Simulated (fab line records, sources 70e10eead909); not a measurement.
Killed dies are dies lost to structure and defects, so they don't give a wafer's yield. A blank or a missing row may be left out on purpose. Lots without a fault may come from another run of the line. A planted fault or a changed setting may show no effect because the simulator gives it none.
Chamber matching | flow nand_harc | NHARC_A_STAIRCASE_ALD_420 on ald_hk-03: 4 sister chambers
The step deposits SiO2, target thk 20 nm, pulse time 6 s, ald cycles 200. 16 wafers are shown with their chamber, then 8 later ones without.

WAFERS WITH THEIR CHAMBER
wafer  | chamber | heater_power_w (W) | precursor_pulse_height_rel
L074.3 | 3       | 446                | 0.977
L074.4 | 0       | 543                | 1.008
L074.6 | 1       | 376                | 1.020
L076.2 | 3       | 456                | 0.991
L076.4 | 2       | 413                | 1.037
L076.5 | 1       | 362                | 1.028
L079.2 | 0       | 543                | 1.009
L079.4 | 1       | 376                | 0.998
L079.6 | 0       | 545                | 0.998
L080.3 | 3       | 454                | 1.001
L080.5 | 0       | 524                | 0.988
L080.6 | 1       | 379                | 1.030
L081.4 | 3       | 446                | 0.994
L081.5 | 2       | 425                | 1.007
L081.6 | 1       | 372                | 0.995
L082.2 | 3       | 461                | 0.950

SIGNATURES (means of the wafers above)
reading                    | chamber 0 | chamber 1 | chamber 2 | chamber 3 | scatter within a chamber
heater_power_w             | 538.75    | 373.00    | 419.00    | 452.60    | 7.7
precursor_pulse_height_rel | 1.00075   | 1.01420   | 1.02200   | 0.98260   | 0.017
Rule: a wafer's distance from a chamber is the root of the sum, over the readings, of the square of ((its reading less the chamber's mean) divided by the reading's scatter). The wafer belongs to the nearest chamber; if the next one is less than 2 further off, it can't be placed. The scatter: the root of (the sum of the squares of (reading less its chamber's mean) over the shown wafers, divided by (wafers less chambers)).

WAFERS WITHOUT THEIR CHAMBER
wafer  | heater_power_w (W) | precursor_pulse_height_rel
L082.4 | 382                | 0.975
L082.5 | 454                | 1.019
L086.1 | 368                | 0.965
L086.2 | 457                | 1.016
L086.6 | 544                | 0.977
L091.2 | 440                | 1.001
L091.4 | 461                | 0.981
L091.6 | 448                | 0.982

WHICH CHAMBER EACH WENT THROUGH
wafer  | from the rows above     | in truth
L082.4 | 1                       | 1
L082.5 | 3                       | 3
L086.1 | 1                       | 1
L086.2 | 3                       | 3
L086.6 | 0                       | 0
L091.2 | can't be placed: 3 or 2 | 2
L091.4 | 3                       | 3
L091.6 | 3                       | 3
Placed correctly: 7 of 8. Can't be placed from these rows: 1 (the true chamber is among the candidates in 1). Placed wrongly: 0.
